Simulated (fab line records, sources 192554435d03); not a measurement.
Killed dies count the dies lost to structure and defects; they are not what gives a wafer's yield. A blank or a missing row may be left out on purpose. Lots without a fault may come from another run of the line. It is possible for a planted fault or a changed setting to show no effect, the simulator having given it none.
fab line records	flow n5Finfet	part 1 of 2: steps 1 to 21 of 33
[record] lots = 5	wafers = 15	lastDay = 16
route steps=1938 shown BEOL_M11@1539
lots untouched by any fault: they come from a run of this same line in which no faults occurred
startH: hours from the record's opening day to when the first of the lot's shown wafers began	waitH: how many hours have passed since the lot's step before this one	" same as the row above	L1.1+2: several wafers, shown together as one row	- no value present, or no start provided	* or withheld: withheld	< > ~ a bound
route shown NAME@n: names a module that has steps shown in the file, with the first one's number in the route	usual: the fault-free wafers' mean and standard deviation	same: alike in all rows	chamber/n: place in a boat	sites: readings site by site	_std_site: how widely they spread, as a standard deviation	_edge_site: outer sites' mean less inner sites'	radiusMm: for every site, how far away it sits from the centre of the wafer	mask NAME#n: copy n	behind: tool/chamber where the wafer was last shaped	hold: what put the lot on hold/how long, in hours/how the hold closed	device: whichever transistor did not switch (one of n, p or np)	end of line: tests of these same wafers at the route's end	step lacking rows: just its recipe	killed: dies that structure and defects cost at the first sort, which is not the same as the wafer's yield	map: per-die view of a wafer (x killed, . not killed, _ where there is no die)
set.NAME: setting as actually run; set.NAME@STEP: the setting as run at that earlier step	model.NAME: the simulator's own value behind a step, which no gauge read
a table for each step, a row for each wafer; lots at some steps of the route
services: when a tool's chamber went out of use (startH, in hours from the record's first day, below 0 if earlier), for how many hours, and the reason
[[steps]]
[step N5_BEOL_M11_PECVD_70]
[recipe] material = SiO2	targetThkA = 200	tempC = 400	precursor = TEOS/O2	pressureTorr = 5.5	rfW = 450	teosFlowSccm = 53.8	gas = O2	flowSccm = 3000	timeS = 22.7
[usual] heaterPowerW = 685/74	showerheadPlenumPTorr = 8.79/0.083	throttleValvePct = 23.0/0.9
lot.wafer	tool	chamber	startH	waitH	heaterPowerW	showerheadPlenumPTorr	throttleValvePct
L077.2	pecvd-02	0	251.40	0.0	580	8.75	23.2
L077.4	"	2	"	"	647	8.68	22.0
L077.5	"	0	"	"	589	8.77	23.2
L078.2	pecvd-01	1	253.96	0.0	911	8.80	22.8
L078.4	"	0	"	"	702	8.84	23.7
L078.5	"	1	"	"	887	8.80	23.1
L081.1	pecvd-01	0	255.73	0.0	726	8.83	24.1
L081.4	"	0	"	"	723	8.82	23.6
L081.6	"	1	"	"	884	8.79	23.1
L079.2	pecvd-02	0	260.14	0.0	671	8.74	23.4
L079.4	"	1	"	"	731	8.92	23.4
L079.5	"	2	"	"	660	8.66	21.7
L095.2	pecvd-02	2	348.47	0.0	741	8.69	22.3
L095.5	"	0	"	"	661	8.74	23.4
L095.6	"	2	"	"	744	8.69	22.2
[step N5_BEOL_M11_HM_DEP_02]
[recipe] material = TiN	targetThkA = 200	tempC = 25	chamberPressurePa = 0.49996
[usual] throttleValvePct = 30.6/1.2
lot.wafer	tool	chamber	startH	waitH	throttleValvePct
L077.2	pvdSputter-01	-	252.44	1.0	30.2
L077.4	"	-	"	"	28.0
L077.5	"	-	"	"	30.2
L078.2	pvdSputter-03	-	255.98	2.0	30.9
L078.4	"	-	"	"	30.7
L078.5	"	-	"	"	31.2
L081.1	pvdSputter-02	-	256.40	0.7	32.7
L081.4	"	-	"	"	31.1
L081.6	"	-	"	"	30.7
L079.2	pvdSputter-01	-	260.24	0.1	30.5
L079.4	"	-	"	"	27.7
L079.5	"	-	"	"	30.7
L095.2	pvdSputter-02	-	349.54	1.0	31.6
L095.5	"	-	"	"	32.8
L095.6	"	-	"	"	31.6
[step N5_BEOL_M11_COAT_59]
[recipe] resist = SOC	tempC = 250	timeS = 60	spinRpm = 1500	resistThkNm = 100
lot.wafer	tool	chamber	startH	waitH
L077.2+4+5	lithoTrack-01	0	252.57	0.1
L078.2+4+5	lithoTrack-01	0	256.11	0.1
L081.1+4+6	lithoTrack-01	0	256.53	0.1
L079.2+4+5	lithoTrack-02	0	260.36	0.1
L095.2+5+6	lithoTrack-03	0	349.66	0.1
[step N5_BEOL_M11_COAT_60]
[recipe] resist = SiARC	tempC = 220	timeS = 60	spinRpm = 1500	resistThkNm = 30
lot.wafer	tool	chamber	startH	waitH
L077.2+4+5	lithoTrack-01	0	-	-
L078.2+4+5	lithoTrack-01	0	-	-
L081.1+4+6	lithoTrack-01	0	-	-
L079.2+4+5	lithoTrack-02	0	-	-
L095.2+5+6	lithoTrack-03	0	-	-
[step N5_BEOL_M11_COAT_05]
[recipe] resist = CAR-ArF	spinRpm = 1500	resistThkNm = 90
lot.wafer	tool	chamber	startH	waitH
L077.2+4+5	lithoTrack-01	0	-	-
L078.2+4+5	lithoTrack-01	0	-	-
L081.1+4+6	lithoTrack-01	0	-	-
L079.2+4+5	lithoTrack-02	0	-	-
L095.2+5+6	lithoTrack-03	0	-	-
[step N5_BEOL_M11_EBR_07]
[recipe] solvent = PGMEA	ebrWidthMm = 1.5
lot.wafer	tool	chamber	startH	waitH
L077.2+4+5	lithoTrack-01	0	-	-
L078.2+4+5	lithoTrack-01	0	-	-
L081.1+4+6	lithoTrack-01	0	-	-
L079.2+4+5	lithoTrack-02	0	-	-
L095.2+5+6	lithoTrack-03	0	-	-
[step N5_BEOL_M11_SOFTBAKE_06]
[recipe] tempC = 110	timeS = 60	resist = CAR-ArF
lot.wafer	tool	chamber	startH	waitH
L077.2+4+5	lithoTrack-01	0	-	-
L078.2+4+5	lithoTrack-01	0	-	-
L081.1+4+6	lithoTrack-01	0	-	-
L079.2+4+5	lithoTrack-02	0	-	-
L095.2+5+6	lithoTrack-03	0	-	-
[step N5_BEOL_M11_EXPOSE_08]
[recipe] maskId = M11	na = 1.35	sourceShape = dipole	sigmaInner = 0.411	sigmaOuter = 0.611	polarization = te	doseMj = 53.75
[usual] stageVelMmS = 500.01/0.25
lot.wafer	tool	chamber	startH	waitH	mask	stageVelMmS
L077.2	arfiScanner-01	0	252.82	-	M11#0	500.14
L077.4	"	0	"	"	M11#0	500.26
L077.5	"	0	"	"	M11#0	500.03
L078.2	arfiScanner-03	0	256.36	-	M11#0	500.46
L078.4	"	0	"	"	M11#0	499.86
L078.5	"	0	"	"	M11#0	500.32
L081.1	arfiScanner-01	0	256.77	-	M11#0	500.11
L081.4	"	0	"	"	M11#0	499.96
L081.6	"	0	"	"	M11#0	500.36
L079.2	arfiScanner-02	0	260.61	-	M11#0	500.39
L079.4	"	0	"	"	M11#0	500.17
L079.5	"	0	"	"	M11#0	500.29
L095.2	arfiScanner-02	0	349.91	-	M11#0	500.14
L095.5	"	0	"	"	M11#0	500.05
L095.6	"	0	"	"	M11#0	500.05
[step N5_BEOL_M11_PEB_09]
[recipe] pebTempC = withheld	pebTimeS = 60	resist = CAR-ArF
lot.wafer	tool	chamber	startH	waitH
L077.2+4+5	lithoTrack-03	0	252.87	0.0
L078.2+4+5	lithoTrack-02	0	256.41	0.0
L081.1+4+6	lithoTrack-01	0	256.83	0.1
L079.2+4+5	lithoTrack-03	0	260.67	0.0
L095.2+5+6	lithoTrack-03	0	349.97	0.0
[step N5_BEOL_M11_DEVELOP_10]
[recipe] developTimeS = 30	developer = TMAH	resist = CAR-ArF	rinseLiquid = diw	dry = airSpin	devTempC = 23
lot.wafer	tool	chamber	startH	waitH
L077.2+4+5	lithoTrack-03	0	-	-
L078.2+4+5	lithoTrack-02	0	-	-
L081.1+4+6	lithoTrack-01	0	-	-
L079.2+4+5	lithoTrack-03	0	-	-
L095.2+5+6	lithoTrack-03	0	-	-
[step N5_BEOL_M11_CD_MEAS_11]
[recipe] targetCdNm = 64.1	landingEnergyEv = 500	detector = seInlens	polarity = opening
[usual] cdNm = 64.0/0.76
[same] landingEnergyEv = 500
lot.wafer	tool	chamber	startH	waitH	cdNm
L077.2	cdSem-03	0	252.94	-	65.0
L077.4	"	0	"	"	64.4
L077.5	"	0	"	"	64.0
L078.2	cdSem-02	0	256.48	-	63.5
L078.4	"	0	"	"	63.3
L078.5	"	0	"	"	65.1
L081.1	cdSem-01	0	256.89	-	63.4
L081.4	"	0	"	"	63.5
L081.6	"	0	"	"	63.1
L079.2	cdSem-02	0	260.73	-	64.4
L079.4	"	0	"	"	65.2
L079.5	"	0	"	"	63.9
L095.2	cdSem-03	0	350.03	-	63.4
L095.5	"	0	"	"	64.6
L095.6	"	0	"	"	65.4
[step N5_BEOL_M11_OVL_MEAS_12]
[recipe] pointsPerWafer = 44
[usual] M11_OVL = -0.5/0.72
lot.wafer	tool	chamber	startH	waitH	M11_OVL[nm]
L077.2	overlay-01	0	252.97	0.0	-1.0
L077.4	"	0	"	"	-0.3
L077.5	"	0	"	"	-1.3
L078.2	overlay-02	0	256.51	0.0	-0.5
L078.4	"	0	"	"	-0.2
L078.5	"	0	"	"	-0.4
L081.1	overlay-02	0	256.93	0.0	-0.8
L081.4	"	0	"	"	-0.2
L081.6	"	0	"	"	-0.2
L079.2	overlay-01	0	260.76	0.0	-1.4
L079.4	"	0	"	"	0.3
L079.5	"	0	"	"	0.6
L095.2	overlay-02	0	350.06	0.0	0.1
L095.5	"	0	"	"	-0.3
L095.6	"	0	"	"	1.0
[step N5_BEOL_M11_INSPECT_13]
[recipe] mode = adi	inspectInstrument = brightfield
[usual] rawDefectCount = 413/100
lot.wafer	tool	chamber	startH	waitH	rawDefectCount
L077.2	defectInspect-01	-	252.99	0.0	497
L077.4	"	-	"	"	415
L077.5	"	-	"	"	411
L078.2	defectInspect-01	-	256.53	0.0	441
L078.4	"	-	"	"	403
L078.5	"	-	"	"	602
L081.1	defectInspect-01	-	256.95	0.0	413
L081.4	"	-	"	"	442
L081.6	"	-	"	"	406
L079.2	defectInspect-01	-	260.79	0.0	475
L079.4	"	-	"	"	640
L079.5	"	-	"	"	644
L095.2	defectInspect-02	-	350.09	0.0	437
L095.5	"	-	"	"	355
L095.6	"	-	"	"	248
[step N5_BEOL_M11_DESCUM_16]
[recipe] chemistry = O2	timeS = 7.9	sourcePowerW = 50	biasPowerW = 20	pressureMtorr = 20	rfFrequencyHz = 2.712e+07	tempC = 40	resist = CAR-ArF	o2FlowSccm = 225
[usual] chamberPressureMTorr = 19.999/0.017	drypumpMotorCurrentA = 5.8/0.41	oesProductAu = 0.79/0.093	rfVppV = 243.3/1.1	showerheadPlenumPTorr = 2.11/0.061	throttleValvePct = 20.5/0.31
lot.wafer	tool	chamber	startH	waitH	chamberPressureMTorr	drypumpMotorCurrentA	oesProductAu	rfHoursCounterH	rfVppV	showerheadPlenumPTorr	throttleValvePct
L077.2	rieDiel-03	3	253.03	0.0	19.968	6.6	0.85	54	244.6	2.22	20.3
L077.4	"	0	"	"	20.015	6.1	0.74	180	245.2	2.18	20.3
L077.5	"	0	"	"	20.002	6.1	0.74	-	243.6	2.18	20.3
L078.2	rieDiel-02	1	256.57	0.0	20.002	5.7	0.70	215	240.7	2.01	20.9
L078.4	"	2	"	"	19.983	6.0	0.73	202	243.0	2.17	20.6
L078.5	"	3	"	"	19.991	5.8	0.68	-	243.8	2.07	21.1
L081.1	rieDiel-01	1	257.03	0.1	19.983	5.6	0.91	18	242.1	2.08	20.2
L081.4	"	2	"	"	20.004	5.4	0.82	-	243.2	2.11	20.7
L081.6	"	0	"	"	20.002	5.1	0.71	-	244.0	2.19	20.6
L079.2	rieDiel-01	1	260.82	0.0	19.983	5.6	0.90	20	242.4	2.08	20.2
L079.4	"	0	"	"	19.978	5.1	0.71	-	244.7	2.19	20.6
L079.5	"	2	"	"	20.007	5.5	0.82	-	244.3	2.11	20.7
L095.2	rieDiel-01	0	350.12	0.0	20.023	5.1	0.69	235	243.1	2.18	20.6
L095.5	"	2	"	"	19.981	5.4	0.80	-	243.4	2.10	20.7
L095.6	"	3	"	"	20.017	6.4	0.94	-	242.4	2.02	19.9
[step N5_BEOL_M11_ETCH_61]
[recipe] chemistry = CF4	target = SiARC	targetDepthA = 390	maskMaterial = CAR-ArF	timeS = 65	ionEnergyEv = 80	pressureMtorr = 40	sourceW = 545	biasW = 36	Ar_flow_sccm = 100	cf4FlowSccm = 100	ends = cleared
[usual] chamberPressureMTorr = 40.00/0.035	drypumpMotorCurrentA = 5.8/0.41	etchRfOnTimeS = 64.4/2.1	oesProductAu = 0.68/0.083	rfVppV = 184.1/1.1	showerheadPlenumPTorr = 2.14/0.057	throttleValvePct = 15.6/0.33
lot.wafer	tool	chamber	startH	waitH	chamberPressureMTorr	drypumpMotorCurrentA	etchRfOnTimeS	oesProductAu	rfHoursCounterH	rfVppV	showerheadPlenumPTorr	throttleValvePct
L077.2	rieDiel-03	3	253.06	0.0	40.03	6.6	69.3	0.71	54	185.9	2.25	15.4
L077.4	"	0	"	"	40.05	6.1	68.1	0.62	180	183.7	2.21	15.5
L077.5	"	0	"	"	40.01	6.1	67.5	0.62	-	185.0	2.21	15.5
L078.2	rieDiel-02	1	256.60	0.0	40.04	5.7	68.0	0.59	215	182.8	2.06	16.1
L078.4	"	2	"	"	39.96	6.0	65.2	0.62	202	185.0	2.22	15.8
L078.5	"	3	"	"	39.98	5.8	64.8	0.58	-	184.5	2.10	16.1
L081.1	rieDiel-01	1	257.06	0.0	40.02	5.6	62.8	0.80	18	183.2	2.08	15.0
L081.4	"	2	"	"	40.02	5.4	63.2	0.71	-	185.8	2.15	15.8
L081.6	"	0	"	"	39.99	5.1	62.0	0.63	-	184.3	2.22	15.7
L079.2	rieDiel-01	1	260.86	0.0	40.02	5.6	63.7	0.80	20	182.9	2.08	15.0
L079.4	"	0	"	"	40.03	5.1	62.1	0.63	-	184.3	2.22	15.7
L079.5	"	2	"	"	40.00	5.4	62.6	0.72	-	183.7	2.15	15.8
L095.2	rieDiel-01	0	350.15	0.0	40.05	5.1	63.1	0.60	235	184.3	2.21	15.8
L095.5	"	2	"	"	40.03	5.4	63.6	0.69	-	183.5	2.14	15.8
L095.6	"	3	"	"	39.97	6.3	64.5	0.79	-	182.5	2.09	15.3
[step N5_BEOL_M11_ETCH_62]
[recipe] chemistry = N2/H2	target = SOC	targetDepthA = 1100	overetchA = 220	maskMaterial = SiARC	tempC = 40	timeS = 165	ionEnergyEv = 200	pressureMtorr = 30	sourceW = 840	biasW = 150	n2FlowSccm = 200	h2FlowSccm = 200
[usual] chamberPressureMTorr = 30.003/0.027	drypumpMotorCurrentA = 5.8/0.41	oesProductAu = 0.67/0.078	rfVppV = 524.1/2.2	showerheadPlenumPTorr = 2.55/0.075	throttleValvePct = 17.9/0.35
lot.wafer	tool	chamber	startH	waitH	chamberPressureMTorr	drypumpMotorCurrentA	oesProductAu	rfHoursCounterH	rfVppV	showerheadPlenumPTorr	throttleValvePct
L077.2	rieDiel-03	3	253.11	0.0	30.049	6.6	0.74	54	525.7	2.68	17.6
L077.4	"	0	"	"	29.977	6.1	0.63	180	526.0	2.62	17.6
L077.5	"	0	"	"	30.029	6.1	0.63	-	527.0	2.62	17.6
L078.2	rieDiel-02	1	256.65	0.0	29.995	5.7	0.59	216	519.3	2.40	18.2
L078.4	"	2	"	"	29.989	6.0	0.62	202	526.8	2.64	18.2
L078.5	"	3	"	"	30.002	5.7	0.57	-	521.7	2.50	18.4
L081.1	rieDiel-01	1	257.11	0.0	30.001	5.6	0.78	18	523.1	2.49	17.5
L081.4	"	2	"	"	30.029	5.4	0.70	-	523.6	2.58	18.3
L081.6	"	0	"	"	29.954	5.1	0.60	-	526.3	2.63	17.9
L079.2	rieDiel-01	1	260.91	0.0	29.967	5.6	0.78	20	523.0	2.49	17.5
L079.4	"	0	"	"	29.970	5.1	0.60	-	526.2	2.63	17.8
L079.5	"	2	"	"	30.049	5.4	0.70	-	523.4	2.58	18.4
L095.2	rieDiel-01	0	350.20	0.0	29.993	5.1	0.58	235	526.3	2.61	17.9
L095.5	"	2	"	"	29.958	5.4	0.67	-	525.3	2.57	18.4
L095.6	"	3	"	"	30.044	6.4	0.78	-	521.7	2.48	17.4
[step N5_BEOL_M11_STRIP_68]
[recipe] chemistry = N2/H2	tempC = 40	n2FlowSccm = 200	h2FlowSccm = 200	rfFrequencyHz = 6e+07
lot.wafer	tool	chamber	startH	waitH
L077.2+4+5	rieDiel-03	3,0,0	253.25	0.1
L078.2+4+5	rieDiel-02	1,2,3	256.79	0.1
L081.1+4+6	rieDiel-01	1,2,0	257.25	0.1
L079.2+4+5	rieDiel-01	1,0,2	261.04	0.1
L095.2+5+6	rieDiel-01	0,2,3	350.34	0.1
[step N5_BEOL_M11_STRIP_67]
[recipe] chemistry = CF4	resist = SiARC	powerW = 300	biasPowerW = 75	pressureMtorr = 50	cf4FlowSccm = 150	rfFrequencyHz = 6e+07
[usual] chamberPressureMTorr = 50.00/0.046	drypumpMotorCurrentA = 5.8/0.41	oesProductAu = 0.79/0.091	powerW = 300.0/0.95	rfVppV = 271.2/1.4	showerheadPlenumPTorr = 1.80/0.046	throttleValvePct = 13.6/0.35
lot.wafer	tool	chamber	startH	waitH	chamberPressureMTorr	drypumpMotorCurrentA	oesProductAu	powerW	rfHoursCounterH	rfVppV	showerheadPlenumPTorr	throttleValvePct
L077.2	rieDiel-03	3	253.26	0.0	50.03	6.6	0.87	298.8	54	273.5	1.88	13.3
L077.4	"	0	"	"	50.06	6.1	0.75	300.1	181	273.1	1.86	13.6
L077.5	"	0	"	"	50.02	6.1	0.74	301.3	-	272.0	1.86	13.6
L078.2	rieDiel-02	1	256.80	0.0	49.97	5.7	0.71	300.2	216	268.9	1.73	14.1
L078.4	"	2	"	"	50.05	6.0	0.73	300.0	202	271.9	1.86	13.8
L078.5	"	3	"	"	50.03	5.7	0.67	300.1	-	269.6	1.76	14.0
L081.1	rieDiel-01	1	257.26	0.0	50.03	5.6	0.92	300.3	18	270.7	1.74	13.0
L081.4	"	2	"	"	49.84	5.4	0.82	300.3	-	270.2	1.80	13.7
L081.6	"	0	"	"	49.97	5.1	0.70	299.1	-	272.9	1.86	13.7
L079.2	rieDiel-01	1	261.05	0.0	50.07	5.6	0.91	300.7	20	269.9	1.74	13.0
L079.4	"	0	"	"	49.94	5.1	0.71	300.6	-	273.2	1.86	13.7
L079.5	"	2	"	"	50.00	5.4	0.82	300.2	-	273.1	1.80	13.7
L095.2	rieDiel-01	0	350.35	0.0	49.99	5.1	0.69	299.8	236	273.0	1.85	13.7
L095.5	"	2	"	"	49.97	5.4	0.80	299.2	-	271.3	1.79	13.8
L095.6	"	3	"	"	50.10	6.3	0.92	298.2	-	271.6	1.76	13.3
[step N5_BEOL_M11_HM_OPEN_17]
[recipe] chemistry = Cl2/BCl3	targetDepthA = 200	overetchA = 60	target = TiN	maskMaterial = SOC	ionEnergyEv = 150	pressureMtorr = 10	icpW = 1000	biasW = 126	Cl2_flow_sccm = 53.25	bcl3FlowSccm = 21.75	Ar_flow_sccm = 25
[usual] chamberPressureMTorr = 10.000/0.0089	drypumpMotorCurrentA = 5.7/0.41	oesProductAu = 0.70/0.068	throttleValvePct = 21.97/0.14
lot.wafer	tool	chamber	startH	waitH	chamberPressureMTorr	drypumpMotorCurrentA	oesProductAu	rfHoursCounterH	throttleValvePct
L077.2	rieMetal-01	0	253.30	0.0	10.002	5.8	0.63	58	21.96
L077.4	"	1	"	"	10.008	5.6	0.77	-	21.93
L077.5	"	0	"	"	10.013	5.9	0.63	-	21.94
L078.2	rieMetal-03	0	256.84	0.0	10.001	5.3	0.71	23	21.89
L078.4	"	1	"	"	9.992	5.6	0.52	-	22.43
L078.5	"	1	"	"	10.005	5.6	0.52	-	22.43
L081.1	rieMetal-02	1	257.30	0.0	10.002	5.8	0.70	23	21.97
L081.4	"	0	"	"	10.017	6.6	0.69	-	21.81
L081.6	"	0	"	"	9.968	6.6	0.70	-	21.80
L079.2	rieMetal-01	1	261.09	0.0	9.999	5.6	0.76	7	21.93
L079.4	"	0	"	"	9.998	5.9	0.64	-	21.95
L079.5	"	0	"	"	10.006	5.9	0.63	-	21.95
L095.2	rieMetal-03	0	350.39	0.0	9.993	5.4	0.69	35	21.90
L095.5	"	0	"	"	10.005	5.4	0.68	-	21.89
L095.6	"	1	"	"	9.995	5.6	0.81	-	22.11
[step N5_BEOL_M11_STRIP_19]
[recipe] chemistry = O2	powerW = 400	tempC = 40	pressureMtorr = 30	rfFrequencyHz = 6e+07	biasPowerW = 0	overashFraction = 0.2	o2FlowSccm = 225
[usual] chamberPressureMTorr = 30.00/0.036	drypumpMotorCurrentA = 5.8/0.4	oesProductAu = 0.78/0.098	rfVppV = 3.6/0.62	showerheadPlenumPTorr = 2.12/0.063	throttleValvePct = 16.8/0.31
lot.wafer	tool	chamber	startH	waitH	chamberPressureMTorr	drypumpMotorCurrentA	oesProductAu	rfHoursCounterH	rfVppV	showerheadPlenumPTorr	throttleValvePct
L077.2	rieDiel-03	1	253.41	0.1	30.02	5.7	0.72	191	2.8	2.09	17.1
L077.4	"	0	"	"	29.96	6.1	0.73	181	3.1	2.18	16.6
L077.5	"	0	"	"	29.99	6.1	0.73	-	3.3	2.18	16.6
L078.2	rieDiel-02	1	256.97	0.1	29.93	5.7	0.70	216	3.6	2.02	17.1
L078.4	"	0	"	"	30.01	5.9	0.93	11	3.6	2.17	16.5
L078.5	"	3	"	"	30.07	5.7	0.68	-	2.1	2.08	17.3
L081.1	rieDiel-02	3	257.41	0.1	29.99	5.7	0.68	233	4.2	2.08	17.3
L081.4	"	2	"	"	30.00	6.0	0.72	202	3.4	2.17	16.9
L081.6	"	1	"	"	29.98	5.7	0.70	-	3.6	2.02	17.1
L079.2	rieDiel-03	3	261.20	0.1	29.93	6.6	0.85	56	4.5	2.23	16.5
L079.4	"	1	"	"	30.06	5.7	0.72	193	4.8	2.09	17.1
L079.5	"	3	"	"	29.98	6.6	0.85	-	3.3	2.23	16.5
L095.2	rieDiel-01	2	350.60	0.2	30.00	5.4	0.79	122	2.9	2.10	16.9
L095.5	"	3	"	"	30.00	6.3	0.94	-	4.1	2.03	16.2
L095.6	"	2	"	"	29.95	5.4	0.78	-	3.4	2.10	16.9
[step N5_BEOL_M11_CD_MEAS_18]
[recipe] pitchNm = 140	targetCdNm = 70
[usual] cdNm = 69.9/0.82
lot.wafer	tool	chamber	startH	waitH	cdNm
L077.2	cdSem-02	-	253.48	0.1	70.4
L077.4	"	-	"	"	70.3
L077.5	"	-	"	"	69.4
L078.2	cdSem-02	-	257.04	0.1	69.6
L078.4	"	-	"	"	69.4
L078.5	"	-	"	"	70.8
L081.1	cdSem-03	-	257.48	0.0	69.2
L081.4	"	-	"	"	70.0
L081.6	"	-	"	"	69.9
L079.2	cdSem-02	-	261.28	0.1	70.1
L079.4	"	-	"	"	71.4
L079.5	"	-	"	"	70.5
L095.2	cdSem-02	-	350.67	0.1	69.9
L095.5	"	-	"	"	70.7
L095.6	"	-	"	"	71.8
